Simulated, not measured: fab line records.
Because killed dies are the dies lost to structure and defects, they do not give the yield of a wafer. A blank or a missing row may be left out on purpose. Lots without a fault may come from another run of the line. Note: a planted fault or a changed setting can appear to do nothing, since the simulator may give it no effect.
Which tool did it?	flow nand harc	24 lots, 72 wafers sampled, at 6 steps of a route of 1302

## WHAT EACH GAUGE READ, for each wafer
NHARC_A_M0_OVL_MEAS_10: pitch 160 nm. Usual: overlay x nm 0.0 nm, standard deviation 1.1; overlay y nm -0.1 nm, standard deviation 0.81.
lot	measured	on	overlay x nm (nm)	overlay y nm (nm)	flag
L075	day 22 16:40	overlay-02	-0.7 -0.3 -0.1	0.9 0.2 0.3	
L074	day 23 10:27	overlay-01	0.4 0.5 1.1	-1.0 -1.2 -0.8	
L076	day 23 17:25	overlay-01	-0.5 0.1 0.0	0.8 -0.2 0.2	
L077	day 23 22:10	overlay-01	-1.2 -1.0 -1.9	1.8 1.3 1.5	
L078	day 24 06:43	overlay-02	0.5 0.4 0.3	0.1 0.1 0.1	
L079	day 24 09:27	overlay-02	0.4 0.5 0.5	-1.1 -0.5 -0.6	
L082	day 25 18:16	overlay-01	0.1 0.4 0.1	1.4 0.8 0.5	
L081	day 25 18:47	overlay-02	0.5 1.1 0.5	-1.4 -1.3 -1.1	
L080	day 26 01:46	overlay-01	0.4 0.7 0.6	-0.9 -0.8 -1.5	
L083	day 26 04:21	overlay-02	0.1 -0.4 -0.2	-1.0 -1.2 -1.3	
L084	day 27 22:40	overlay-02	2.2 2.0 2.6	0.4 -0.1 0.2	
L086	day 28 01:26	overlay-02	-1.1 -1.0 -0.9	-1.1 -1.1 -0.9	
L085	day 28 04:13	overlay-01	0.5 1.3 0.3	0.7 0.6 0.5	
L087	day 28 05:18	overlay-02	-1.6 -1.7 -1.7	0.7 0.9 0.9	
L089	day 28 16:12	overlay-01	-0.7 -0.1 -1.0	0.8 0.3 0.4	
L088	day 28 18:42	overlay-02	-1.6 -2.0 -1.5	0.2 -0.4 0.2	
L092	day 29 09:11	overlay-01	-0.2 0.2 -0.4	1.0 1.3 0.9	
L090	day 29 12:44	overlay-02	-1.7 -1.4 -1.2	0.1 -0.1 0.1	
L091	day 29 18:19	overlay-02	0.0 -0.4 0.4	-0.1 0.5 0.0	
L093	day 31 08:49	overlay-01	0.6 -0.1 -0.3	-1.3 -0.7 -0.9	
L095	day 31 11:58	overlay-02	-0.2 0.1 -0.5	-0.7 -0.8 -1.0	
L097	day 31 13:31	overlay-02	0.6 0.8 1.1	-0.2 0.1 0.6	
L094	day 31 15:17	overlay-01	2.3 2.1 1.8	-0.1 -0.4 -0.1	
L096	day 32 07:31	overlay-02	-0.6 -0.4 -0.1	0.2 0.4 0.0	

NHARC_A_M1_THK_MEAS_24: measures by xrf. Usual: thk nm at 154.3 nm, with a standard deviation of 1.6.
lot	measured	on	thk nm (nm)	flag
L075	day 22 23:12	film metro-02	154.1 153.8 156.3	
L074	day 23 16:55	film metro-02	154.3 152.9 152.1	
L076	day 23 23:58	film metro-01	157.0 155.7 154.8	
L077	day 24 04:53	film metro-02	152.8 152.4 154.2	
L078	day 24 13:15	film metro-01	154.9 153.8 152.2	
L079	day 24 16:11	film metro-02	153.4 154.3 153.8	
L082	day 26 00:58	film metro-01	153.7 153.6 151.2	
L081	day 26 01:21	film metro-01	156.7 154.3 154.0	
L080	day 26 08:16	film metro-01	154.0 154.5 153.5	
L083	day 26 12:32	film metro-02	155.1 154.7 153.3	
L084	day 28 05:07	film metro-01	152.6 151.8 154.2	
L086	day 28 08:11	film metro-02	156.6 153.1 157.6	
L085	day 28 10:50	film metro-02	154.3 154.1 152.8	
L087	day 28 12:08	film metro-02	153.7 157.6 156.6	
L089	day 28 22:54	film metro-02	152.0 154.9 154.5	
L088	day 29 01:08	film metro-01	156.0 154.7 157.3	
L092	day 29 15:52	film metro-02	152.4 155.8 153.9	
L090	day 29 19:22	film metro-02	151.4 153.2 152.4	
L091	day 30 01:40	film metro-02	154.0 154.6 154.7	
L093	day 31 15:34	film metro-01	152.7 156.2 155.3	
L095	day 31 18:29	film metro-01	155.2 152.7 155.0	
L097	day 31 20:09	film metro-02	151.6 155.8 152.8	
L094	day 31 22:05	film metro-01	153.7 155.2 153.8	
L096	day 32 14:14	film metro-02	154.4 155.9 154.9	

## TOOL THAT RAN EACH LOT (tool first, then ch and the chambers of the sampled wafers, then the start)
lot	NHARC_A_BLC_PVD_32	NHARC_A_M1_DESCUM_14	NHARC_A_M1_ETCH_35	NHARC_A_M1_PVD_20
L075	pvd sputter-03, day 22 16:40 or earlier	rie diel-11 ch 1,2,3, day 22 20:45	rie diel-11 ch 0,1,3, day 22 20:50	pvd sputter-01, day 22 23:12 or earlier
L074	pvd sputter-03, day 23 10:27 or earlier	rie diel-11 ch 0,2,3, day 23 14:30	rie diel-11 ch 0,1,2, day 23 14:35	pvd sputter-02, day 23 16:55 or earlier
L076	pvd sputter-02, day 23 17:25 or earlier	rie diel-11 ch 2,3, day 23 21:33	rie diel-11 ch 0,1, day 23 21:38	pvd sputter-03, day 23 23:58 or earlier
L077	pvd sputter-01, day 23 22:10 or earlier	rie diel-02 ch 0,1,3, day 24 02:25	rie diel-02 ch 0,1, day 24 02:31	pvd sputter-01, day 24 04:53 or earlier
L078	pvd sputter-02, day 24 06:43 or earlier	rie diel-02 ch 1,2, day 24 10:50	rie diel-02 ch 0,2,3, day 24 10:55	pvd sputter-02, day 24 13:15 or earlier
L079	pvd sputter-01, day 24 09:27 or earlier	rie diel-04 ch 2,3, day 24 13:31	rie diel-04 ch 0,1,3, day 24 13:37	pvd sputter-01, day 24 16:11 or earlier
L082	pvd sputter-03, day 25 18:16 or earlier	rie diel-02 ch 1,2, day 25 22:25	rie diel-02 ch 1,2, day 25 22:31	pvd sputter-01, day 26 00:58 or earlier
L081	pvd sputter-01, day 25 18:47 or earlier	rie diel-02 ch 2,3, day 25 22:56	rie diel-02 ch 1,2,3, day 25 23:02	pvd sputter-03, day 26 01:21 or earlier
L080	pvd sputter-02, day 26 01:46 or earlier	rie diel-11 ch 0,1,3, day 26 05:48	rie diel-11 ch 0,1, day 26 05:53	pvd sputter-02, day 26 08:16 or earlier
L083	pvd sputter-02, day 26 04:21 or earlier	rie diel-04 ch 2,3, day 26 08:31	rie diel-04 ch 2,3, day 26 08:37	pvd sputter-03, day 26 12:32 or earlier
L084	pvd sputter-03, day 27 22:40 or earlier	rie diel-02 ch 0,2,3, day 28 02:43	rie diel-02 ch 1,2,3, day 28 02:47	pvd sputter-01, day 28 05:07 or earlier
L086	pvd sputter-03, day 28 01:26 or earlier	rie diel-02 ch 2,3, day 28 05:47	rie diel-02 ch 0,2, day 28 05:52	pvd sputter-03, day 28 08:11 or earlier
L085	pvd sputter-02, day 28 04:13 or earlier	rie diel-02 ch 2,3, day 28 08:26	rie diel-02 ch 0,1,3, day 28 08:31	pvd sputter-01, day 28 10:50 or earlier
L087	pvd sputter-02, day 28 05:18 or earlier	rie diel-11 ch 0,2,3, day 28 09:41	rie diel-11 ch 0,2,3, day 28 09:46	pvd sputter-02, day 28 12:08 or earlier
L089	pvd sputter-01, day 28 16:12 or earlier	rie diel-02 ch 0,1,2, day 28 20:29	rie diel-02 ch 1,2, day 28 20:34	pvd sputter-03, day 28 22:54 or earlier
L088	pvd sputter-01, day 28 18:42 or earlier	rie diel-02 ch 0,2,3, day 28 22:43	rie diel-02 ch 0,3, day 28 22:48	pvd sputter-01, day 29 01:08 or earlier
L092	pvd sputter-02, day 29 09:11 or earlier	rie diel-02 ch 1,2, day 29 13:23	rie diel-02 ch 0,1, day 29 13:28	pvd sputter-03, day 29 15:52 or earlier
L090	pvd sputter-03, day 29 12:44 or earlier	rie diel-02 ch 0,2,3, day 29 16:52	rie diel-02 ch 1,2,3, day 29 16:58	pvd sputter-01, day 29 19:22 or earlier
L091	pvd sputter-02, day 29 18:19 or earlier	rie diel-04 ch 0,2, day 29 23:07	rie diel-04 ch 2,3, day 29 23:14	pvd sputter-01, day 30 01:40 or earlier
L093	pvd sputter-03, day 31 08:49 or earlier	rie diel-02 ch 0,2,3, day 31 12:58	rie diel-02 ch 1,2,3, day 31 13:02	pvd sputter-01, day 31 15:34 or earlier
L095	pvd sputter-03, day 31 11:58 or earlier	rie diel-02 ch 0,1,3, day 31 16:00	rie diel-02 ch 0,1,2, day 31 16:05	pvd sputter-01, day 31 18:29 or earlier
L097	pvd sputter-03, day 31 13:31 or earlier	rie diel-02 ch 1,3, day 31 17:40	rie diel-02 ch 1,2,3, day 31 17:46	pvd sputter-02, day 31 20:09 or earlier
L094	pvd sputter-02, day 31 15:17 or earlier	rie diel-02 ch 0,2,3, day 31 19:40	rie diel-02 ch 0,1,2, day 31 19:46	pvd sputter-03, day 31 22:05 or earlier
L096	pvd sputter-03, day 32 07:31 or earlier	rie diel-11 ch 0,1,3, day 32 11:41	rie diel-11 ch 0,3, day 32 11:46	pvd sputter-01, day 32 14:14 or earlier
- NHARC_A_BLC_PVD_32: deposits Ti, target thk 5 nm, time 17.7 s.
- NHARC_A_M1_DESCUM_14: chemistry O2, time 3 s.
- NHARC_A_M1_ETCH_35: etches the open film in N2/H2, target depth 40 nm, overetch 12 nm, time 43.94 s.
- NHARC_A_M1_PVD_20: deposits TaN, target thk 5 nm, time 8.06 s.

## WHAT THE TOOLS THEMSELVES READ (means of the sampled wafers that have a number; where no wafer has one, the mark that the record gives instead)
NHARC_A_BLC_PVD_32. Usual: chamber pressure pa 4.999 Pa, standard deviation 0.0084; substrate temp c 200.01 C, standard deviation 0.17; throttle valve pct 29.6 %, standard deviation 1.3.
lot	tool	chamber pressure pa (Pa)	substrate temp c (C)	throttle valve pct (%)	flag
L075	pvd sputter-03	5.008	199.99	30.2	
L074	pvd sputter-03	5.000	200.04	29.3	
L076	pvd sputter-02	4.997	200.03	30.4	
L077	pvd sputter-01	5.001	199.73	29.5	
L078	pvd sputter-02	4.997	200.00	30.2	
L079	pvd sputter-01	5.007	199.98	29.8	
L082	pvd sputter-03	4.993	199.90	28.5	
L081	pvd sputter-01	5.001	199.94	30.1	
L080	pvd sputter-02	5.006	199.86	29.5	
L083	pvd sputter-02	5.000	200.07	29.9	
L084	pvd sputter-03	4.996	200.01	30.1	
L086	pvd sputter-03	5.002	199.95	27.9	
L085	pvd sputter-02	4.996	199.97	29.4	
L087	pvd sputter-02	5.005	199.92	29.5	
L089	pvd sputter-01	5.003	199.96	29.6	
L088	pvd sputter-01	4.993	199.96	29.7	
L092	pvd sputter-02	4.997	200.13	30.0	
L090	pvd sputter-03	4.989	199.90	31.6	
L091	pvd sputter-02	4.994	199.98	30.0	
L093	pvd sputter-03	5.001	200.01	28.4	
L095	pvd sputter-03	5.000	200.02	28.5	
L097	pvd sputter-03	5.006	200.03	31.4	
L094	pvd sputter-02	4.996	200.27	29.4	
L096	pvd sputter-03	5.002	200.22	28.6	

NHARC_A_M1_DESCUM_14. Usual: chamber pressure mTorr 60.00 mTorr, standard deviation 0.053; drypump motor current A 5.7 A, standard deviation 0.53; oes product au 1.000 a.u., standard deviation 0.013; rf vpp V 57.9 V, standard deviation 1; showerhead plenum p Torr 1.92 Torr, standard deviation 0.093; throttle valve pct 11.313 %, standard deviation 0.0083.
lot	tool	chamber pressure mTorr (mTorr)	drypump motor current A (A)	oes product au (a.u.)	rf vpp V (V)	showerhead plenum p Torr (Torr)	throttle valve pct (%)	flag
L075	rie diel-11	60.02	5.8	1.009	58.1	1.90	11.318	
L074	rie diel-11	59.95	5.6	1.002	57.6	1.89	11.313	
L076	rie diel-11	60.03	5.6	0.995	57.8	1.87	11.305	
L077	rie diel-02	60.04	5.9	0.995	57.9	1.93	11.311	
L078	rie diel-02	59.98	5.5	1.001	58.0	2.00	11.301	
L079	rie diel-04	60.02	5.3	1.008	57.5	1.98	11.306	
L082	rie diel-02	60.01	5.5	1.003	58.2	2.00	11.318	
L081	rie diel-02	60.06	5.5	0.997	57.0	1.97	11.311	
L080	rie diel-11	59.97	5.3	1.006	57.5	1.84	11.320	
L083	rie diel-04	60.04	5.8	1.010	57.3	1.90	11.325	
L084	rie diel-02	60.00	5.6	1.001	58.1	1.91	11.317	
L086	rie diel-02	59.98	5.5	1.004	57.6	1.97	11.308	
L085	rie diel-02	60.02	5.5	0.997	58.6	1.97	11.311	
L087	rie diel-11	60.00	5.6	0.999	58.5	1.89	11.311	
L089	rie diel-02	60.04	5.7	0.987	57.6	1.94	11.315	
L088	rie diel-02	60.01	5.5	0.994	56.6	1.91	11.307	
L092	rie diel-02	60.01	5.5	1.001	58.7	2.00	11.313	
L090	rie diel-02	60.07	5.5	0.995	56.9	1.91	11.314	
L091	rie diel-04	60.02	6.6	0.995	57.1	1.82	11.316	
L093	rie diel-02	59.97	5.6	0.984	58.1	1.91	11.307	
L095	rie diel-02	60.01	5.9	0.997	57.5	1.93	11.313	
L097	rie diel-02	59.96	5.8	1.018	58.2	1.99	11.308	
L094	rie diel-02	59.98	5.5	0.996	57.7	1.91	11.314	
L096	rie diel-11	60.02	5.3	1.008	58.2	1.84	11.312	

NHARC_A_M1_ETCH_35. Usual: chamber pressure mTorr 29.998 mTorr, standard deviation 0.022; drypump motor current A 5.7 A, standard deviation 0.53; oes product au 1.000 a.u., standard deviation 0.013; rf vpp V 431 V, standard deviation 3.1; showerhead plenum p Torr 2.05 Torr, standard deviation 0.1; throttle valve pct 14.170 %, standard deviation 0.009.
lot	tool	chamber pressure mTorr (mTorr)	drypump motor current A (A)	oes product au (a.u.)	rf vpp V (V)	showerhead plenum p Torr (Torr)	throttle valve pct (%)	flag
L075	rie diel-11	29.991	5.2	1.009	428	1.96	14.167	
L074	rie diel-11	30.001	5.8	1.006	431	2.04	14.164	
L076	rie diel-11	29.985	5.5	1.013	429	1.98	14.182	
L077	rie diel-02	29.982	6.1	0.994	432	2.09	14.171	
L078	rie diel-02	29.996	5.5	0.993	430	2.03	14.167	
L079	rie diel-04	29.996	5.8	1.009	431	2.05	14.169	
L082	rie diel-02	29.987	5.8	1.012	434	2.16	14.165	
L081	rie diel-02	29.997	5.7	1.001	433	2.13	14.178	
L080	rie diel-11	30.000	5.3	1.006	428	1.98	14.179	
L083	rie diel-04	29.985	5.3	1.004	432	2.11	14.168	
L084	rie diel-02	30.013	5.7	1.003	433	2.13	14.170	
L086	rie diel-02	30.015	5.4	0.995	430	2.04	14.170	
L085	rie diel-02	30.002	5.9	0.994	431	2.06	14.177	
L087	rie diel-11	30.013	5.6	0.996	429	2.01	14.168	
L089	rie diel-02	29.992	5.9	1.006	435	2.16	14.166	
L088	rie diel-02	29.995	5.7	0.981	427	1.96	14.162	
L092	rie diel-02	30.012	6.1	0.992	432	2.09	14.173	
L090	rie diel-02	30.005	5.7	0.998	433	2.13	14.170	
L091	rie diel-04	29.992	5.3	0.995	433	2.11	14.173	
L093	rie diel-02	29.991	5.7	1.002	433	2.13	14.165	
L095	rie diel-02	30.026	5.7	0.999	431	2.06	14.165	
L097	rie diel-02	29.981	5.7	1.013	432	2.13	14.181	
L094	rie diel-02	30.002	5.8	0.999	431	2.06	14.172	
L096	rie diel-11	29.986	5.1	0.989	427	1.93	14.172	

NHARC_A_M1_PVD_20. Usual: chamber pressure pa 0.11998 Pa, standard deviation 0.00023; substrate temp c 50.00 C, standard deviation 0.12; throttle valve pct 29.6 %, standard deviation 1.2.
lot	tool	chamber pressure pa (Pa)	substrate temp c (C)	throttle valve pct (%)	flag
L075	pvd sputter-01	0.11992	49.95	29.5	
L074	pvd sputter-02	0.11999	50.04	29.2	
L076	pvd sputter-03	0.11990	50.00	28.6	
L077	pvd sputter-01	0.11995	50.00	30.0	
L078	pvd sputter-02	0.11984	49.96	30.1	
L079	pvd sputter-01	0.11998	50.00	30.4	
L082	pvd sputter-01	0.12012	49.94	29.6	
L081	pvd sputter-03	0.11993	49.90	29.7	
L080	pvd sputter-02	0.12006	49.96	29.9	
L083	pvd sputter-03	0.11996	50.02	31.6	
L084	pvd sputter-01	0.12018	50.00	29.1	
L086	pvd sputter-03	0.11985	50.00	28.5	
L085	pvd sputter-01	0.12017	49.79	30.2	
L087	pvd sputter-02	0.11994	50.02	29.8	
L089	pvd sputter-03	0.11981	49.97	28.6	
L088	pvd sputter-01	0.11994	50.11	30.0	
L092	pvd sputter-03	0.12007	49.98	29.8	
L090	pvd sputter-01	0.12013	50.05	29.7	
L091	pvd sputter-01	0.11991	50.13	29.5	
L093	pvd sputter-01	0.12016	49.93	29.5	
L095	pvd sputter-01	0.11994	50.03	30.0	
L097	pvd sputter-02	0.11975	50.04	28.9	
L094	pvd sputter-03	0.11984	49.97	29.8	
L096	pvd sputter-01	0.12018	50.01	29.5	

## THE ANSWER, worked out from the rows above alone
Rule: a lot is off if the mean of its wafers that have a number lies more than 3 standard deviations from the usual mean. A lot without any number at a reading at which 4 lots or more have one is off too. The other lots that the step has rows for count as sound. After the gauges, taken in route order, come the tools' own readings; for these a lot's mean is taken, as printed above. At the first step where some lot is off, the reading lying furthest off is the one used; lots without a number count as furthest.
None of the lots is off at any reading shown; this tells nothing.

## WHAT THE SIMULATOR HAD PUT IN
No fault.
